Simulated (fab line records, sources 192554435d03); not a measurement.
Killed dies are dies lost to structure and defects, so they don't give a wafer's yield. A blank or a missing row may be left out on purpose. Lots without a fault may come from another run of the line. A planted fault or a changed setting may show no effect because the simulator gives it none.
Which tool did it? | flow n5_finfet | 24 lots, 72 wafers sampled, at 2 steps of a route of 1938

WHAT THE GAUGES READ, wafer by wafer
N5_BEOL_M11_INSPECT_58: inspects for defects (darkfield).
lot  | measured     | on                | raw_defect_count
L074 | day 11 12:14 | defect_inspect-02 | 64 79 54
L075 | day 11 13:14 | defect_inspect-01 | 77 77 28
L076 | day 12 05:59 | defect_inspect-01 | 65 85 55
L077 | day 12 06:16 | defect_inspect-01 | 108 54 48
L078 | day 12 06:27 | defect_inspect-02 | 54 57 59
L081 | day 12 17:39 | defect_inspect-01 | 66 28 52
L082 | day 13 02:29 | defect_inspect-02 | 48 51 58
L080 | day 13 06:32 | defect_inspect-02 | 108 81 110
L079 | day 13 06:53 | defect_inspect-01 | 95 59 69
L084 | day 13 10:38 | defect_inspect-01 | 53 46 65
L083 | day 13 18:56 | defect_inspect-02 | 63 57 41
L086 | day 13 21:09 | defect_inspect-02 | 79 60 66
L085 | day 14 03:10 | defect_inspect-01 | 44 38 86
L090 | day 14 11:29 | defect_inspect-01 | 61 99 73
L087 | day 14 21:59 | defect_inspect-02 | 51 28 44
L088 | day 15 02:38 | defect_inspect-02 | 30 43 31
L089 | day 15 05:39 | defect_inspect-01 | 73 76 67
L092 | day 15 16:08 | defect_inspect-02 | 62 60 66
L091 | day 15 19:28 | defect_inspect-02 | 33 62 84
L093 | day 15 20:33 | defect_inspect-01 | 59 55 65
L094 | day 16 07:50 | defect_inspect-02 | 44 45 80
L095 | day 16 21:26 | defect_inspect-02 | 71 57 94
L096 | day 17 00:17 | defect_inspect-02 | 103 63 74
L097 | day 17 00:32 | defect_inspect-02 | 105 51 55

N5_BEOL_M12_THK_MEAS_01.
lot  | measured     | on            | M12_ILD_THK (nm)
L074 | day 11 12:24 | film_metro-02 | 648 659 667
L075 | day 11 13:28 | film_metro-02 | 652 652 667
L076 | day 12 06:09 | film_metro-02 | 658 643 664
L077 | day 12 06:26 | film_metro-02 | 649 647 666
L078 | day 12 06:37 | film_metro-01 | 636 658 648
L081 | day 12 17:50 | film_metro-02 | 656 662 670
L082 | day 13 02:52 | film_metro-01 | 655 670 671
L080 | day 13 06:45 | film_metro-01 | 660 664 669
L079 | day 13 07:03 | film_metro-02 | 644 649 658
L084 | day 13 10:48 | film_metro-02 | 659 661 666
L083 | day 13 19:06 | film_metro-02 | 658 651 656
L086 | day 13 21:19 | film_metro-02 | 651 650 667
L085 | day 14 03:20 | film_metro-02 | 662 654 668
L090 | day 14 11:39 | film_metro-01 | 656 667 668
L087 | day 14 22:09 | film_metro-02 | 647 663 658
L088 | day 15 02:49 | film_metro-01 | 659 658 666
L089 | day 15 05:49 | film_metro-01 | 658 657 666
L092 | day 15 16:18 | film_metro-02 | 666 666 664
L091 | day 15 19:38 | film_metro-01 | 646 658 664
L093 | day 15 20:43 | film_metro-01 | 654 662 662
L094 | day 16 08:03 | film_metro-02 | 643 663 669
L095 | day 16 21:36 | film_metro-02 | 649 665 658
L096 | day 17 00:27 | film_metro-02 | 643 651 665
L097 | day 17 00:42 | film_metro-02 | 655 649 658

WHICH TOOL RAN EACH LOT (tool, then ch and the chambers of the sampled wafers, then the start)
The record holds no process step before these readings.

WHAT THE TOOLS THEMSELVES READ (means of the sampled wafers that have a number; where no wafer has one, the mark that the record gives instead)
The record holds no such reading with a usual standard deviation.

THE ANSWER, worked out from the rows above alone
Rule: what is usual is taken from the lots themselves. Put in order of their means at a reading, lots are off if they are a third of the lots or fewer, leave a main group of 4 or more, and stand apart from it by a gap of 3 or more times the standard deviation of the main group's means; of several such gaps the widest counts. A main group whose means are all the same, to the digits that the tables above print for the reading, isn't used. A lot without any number at a reading at which 4 lots or more have one is off too. The other lots that the step has rows for count as sound. The gauges are gone through in route order, then the tools' own readings, and for those a lot's mean is taken as printed above. The first step at which some lot is off is used, and at that step the reading that is off furthest; a lot without a number counts as furthest.
No lot is off at any reading shown: from this, nothing can be told.

WHAT THE SIMULATOR HAD PUT IN
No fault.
